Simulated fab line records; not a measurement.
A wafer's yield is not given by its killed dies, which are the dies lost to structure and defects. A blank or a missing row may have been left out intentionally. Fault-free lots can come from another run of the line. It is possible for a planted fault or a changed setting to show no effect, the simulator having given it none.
Which tool is to blame? -- flow n5-finfet -- Sampling: 24 lots, 72 wafers, 3 of 1938 route steps

== WHAT THE GAUGES SHOWED, per wafer ==
N5_BEOL_M0_SAQP_CD_MEAS_29: the cd target is 14.4 nm.
lot,measured,on,cd-nm (nm)
L074,day 5 21:06,cd-sem-03,14.87 14.96 15.56
L075,day 6 02:06,cd-sem-02,15.56 14.84 14.63
L076,day 6 04:36,cd-sem-01,15.22 14.82 14.98
L077,day 6 07:59,cd-sem-03,15.01 15.04 14.80
L078,day 6 13:16,cd-sem-01,14.99 15.17 15.11
L079,day 6 20:19,cd-sem-02,15.44 15.02 14.89
L080,day 7 00:14,cd-sem-03,15.17 15.06 15.03
L081,day 7 10:11,cd-sem-02,15.19 15.29 15.15
L082,day 7 17:05,cd-sem-03,14.73 15.34 14.65
L083,day 7 20:22,cd-sem-01,14.81 15.22 15.15
L084,day 8 11:26,cd-sem-03,14.67 14.89 14.92
L085,day 8 13:57,cd-sem-02,14.89 14.98 15.09
L086,day 9 01:19,cd-sem-02,15.14 15.05 15.43
L087,day 9 05:10,cd-sem-03,14.99 14.89 14.71
L088,day 9 05:38,cd-sem-03,14.96 14.63 14.98
L089,day 9 09:45,cd-sem-01,14.76 15.20 15.11
L090,day 9 13:40,cd-sem-01,15.01 15.10 15.01
L091,day 9 22:13,cd-sem-01,14.71 15.06 15.31
L092,day 10 06:31,cd-sem-03,14.93 14.98 15.05
L093,day 10 09:58,cd-sem-02,15.20 14.91 15.03
L094,day 10 17:25,cd-sem-03,15.19 14.83 15.04
L095,day 10 21:13,cd-sem-02,15.00 14.81 15.03
L096,day 11 07:40,cd-sem-03,15.21 14.83 15.26
L097,day 11 10:16,cd-sem-02,14.94 14.94 14.75

== WHICH TOOL RAN EACH LOT (tool, then ch and the chambers of the sampled wafers, then the start) ==
lot,N5_BEOL_M0_SAQP_RECESS_109,N5_BEOL_M0_SAQP_SPACER2_ALD_26
L074,"vapor-etch-01 ch 0,1, day 5 20:13","ald-sin-03 ch 0,2,3, day 5 20:21"
L075,"vapor-etch-01 ch 0,1, day 6 01:13","ald-sin-01 ch 0,2,3, day 6 01:21"
L076,"vapor-etch-01 ch 0,1, day 6 03:44","ald-sin-04 ch 0,1, day 6 03:51"
L077,"vapor-etch-01 ch 0,1, day 6 07:04","ald-sin-03 ch 1,2,3, day 6 07:12"
L078,"vapor-etch-02 ch 0,1, day 6 12:22","ald-sin-04 ch 2,3, day 6 12:30"
L079,"vapor-etch-02 ch 0,1, day 6 19:09","ald-sin-01 ch 0,1,3, day 6 19:34"
L080,"vapor-etch-01 ch 0, day 6 23:11","ald-sin-03 ch 1,2, day 6 23:29"
L081,"vapor-etch-01 ch 0,1, day 7 09:19","ald-sin-01 ch 1,2,3, day 7 09:26"
L082,"vapor-etch-01 ch 0,1, day 7 16:12","ald-sin-01 ch 0,1,3, day 7 16:20"
L083,"vapor-etch-01 ch 0,1, day 7 19:29","ald-sin-04 ch 1,3, day 7 19:37"
L084,"vapor-etch-01 ch 0,1, day 8 10:22","ald-sin-01 ch 2,3, day 8 10:31"
L085,"vapor-etch-01 ch 0,1, day 8 11:18","ald-sin-01 ch 0,2,3, day 8 13:12"
L086,"vapor-etch-02 ch 0,1, day 9 00:23","ald-sin-04 ch 0,1, day 9 00:35"
L087,"vapor-etch-01 ch 0,1, day 9 04:07","ald-sin-03 ch 1,2,3, day 9 04:16"
L088,"vapor-etch-02 ch 0,1, day 9 04:35","ald-sin-03 ch 0,1,2, day 9 04:47"
L089,"vapor-etch-01 ch 1, day 9 08:47","ald-sin-01 ch 1,2,3, day 9 08:56"
L090,"vapor-etch-02 ch 0,1, day 9 12:46","ald-sin-03 ch 0,2,3, day 9 12:55"
L091,"vapor-etch-02 ch 0,1, day 9 20:56","ald-sin-01 ch 0,1,2, day 9 21:04"
L092,"vapor-etch-02 ch 1, day 10 05:38","ald-sin-01 ch 1,2,3, day 10 05:46"
L093,"vapor-etch-02 ch 0,1, day 10 09:05","ald-sin-04 ch 2,3, day 10 09:13"
L094,"vapor-etch-01 ch 0,1, day 10 16:31","ald-sin-03 ch 0,2,3, day 10 16:40"
L095,"vapor-etch-02 ch 0,1, day 10 20:02","ald-sin-03 ch 0,2,3, day 10 20:28"
L096,"vapor-etch-01 ch 0,1, day 11 06:38","ald-sin-03 ch 2,3, day 11 06:55"
L097,"vapor-etch-02 ch 0,1, day 11 09:25","ald-sin-03 ch 1,2,3, day 11 09:31"
- N5_BEOL_M0_SAQP_RECESS_109: chemistry HF/NH3, target SiO2, target depth 3 nm, afs cycles 1, sublimation time 60 s.
- N5_BEOL_M0_SAQP_SPACER2_ALD_26: deposits SiO2, target thk 15 nm, pulse time 1 s, purge time 2 s.

== AS READ BY THE TOOLS THEMSELVES (means over the sampled wafers that have a number; for cases with no such wafer, the mark the record gives instead) ==
N5_BEOL_M0_SAQP_RECESS_109.
lot,tool,drypump-motor-current-A (A)
L074,vapor-etch-01,5.3
L075,vapor-etch-01,5.3
L076,vapor-etch-01,5.3
L077,vapor-etch-01,5.2
L078,vapor-etch-02,6.3
L079,vapor-etch-02,6.3
L080,vapor-etch-01,5.2
L081,vapor-etch-01,5.2
L082,vapor-etch-01,5.2
L083,vapor-etch-01,5.2
L084,vapor-etch-01,5.3
L085,vapor-etch-01,5.3
L086,vapor-etch-02,6.3
L087,vapor-etch-01,5.3
L088,vapor-etch-02,6.1
L089,vapor-etch-01,5.4
L090,vapor-etch-02,6.1
L091,vapor-etch-02,6.3
L092,vapor-etch-02,5.8
L093,vapor-etch-02,6.3
L094,vapor-etch-01,5.2
L095,vapor-etch-02,6.1
L096,vapor-etch-01,5.3
L097,vapor-etch-02,6.3

N5_BEOL_M0_SAQP_SPACER2_ALD_26.
lot,tool,chamber-pressure-Torr (Torr),heater-power-w (W),precursor-pulse-height-rel
L074,ald-sin-03,1.997,426,1.009
L075,ald-sin-01,2.001,507,0.987
L076,ald-sin-04,1.998,512,0.984
L077,ald-sin-03,1.996,412,0.979
L078,ald-sin-04,1.998,441,0.998
L079,ald-sin-01,2.003,480,1.001
L080,ald-sin-03,1.997,397,0.992
L081,ald-sin-01,2.000,499,1.004
L082,ald-sin-01,1.999,474,0.989
L083,ald-sin-04,2.001,502,0.992
L084,ald-sin-01,2.002,533,0.989
L085,ald-sin-01,1.998,503,0.998
L086,ald-sin-04,1.998,510,0.996
L087,ald-sin-03,1.998,411,0.990
L088,ald-sin-03,1.994,438,1.024
L089,ald-sin-01,1.998,496,0.992
L090,ald-sin-03,1.998,428,0.999
L091,ald-sin-01,2.005,472,1.008
L092,ald-sin-01,1.998,505,0.986
L093,ald-sin-04,2.003,446,0.994
L094,ald-sin-03,1.999,422,1.005
L095,ald-sin-03,2.000,424,0.993
L096,ald-sin-03,2.004,414,0.992
L097,ald-sin-03,1.997,412,1.010

== THE ANSWER, worked out from the rows above alone ==
Rule: the usual values come from the lots themselves. Put in order of their means at a reading, lots are off if they are a third of the lots or fewer, leave a main group of 4 or more, and stand apart from it by a gap of 3 or more times the standard deviation of the main group's means; of several such gaps the widest counts. A main group is skipped when, at the precision printed for the reading in the tables above, its means are all equal. A lot without any number at a reading at which 4 lots or more have one is off too. All remaining lots with rows at the step are treated as sound. After the gauges, taken in route order, come the tools' own readings; for these a lot's mean is taken, as printed above. At the first step where some lot is off, the reading lying furthest off is the one used; lots without a number count as furthest.
No lot is off on any of the readings shown, so nothing can be concluded from this.

== WHAT THE SIMULATOR HAD PUT IN ==
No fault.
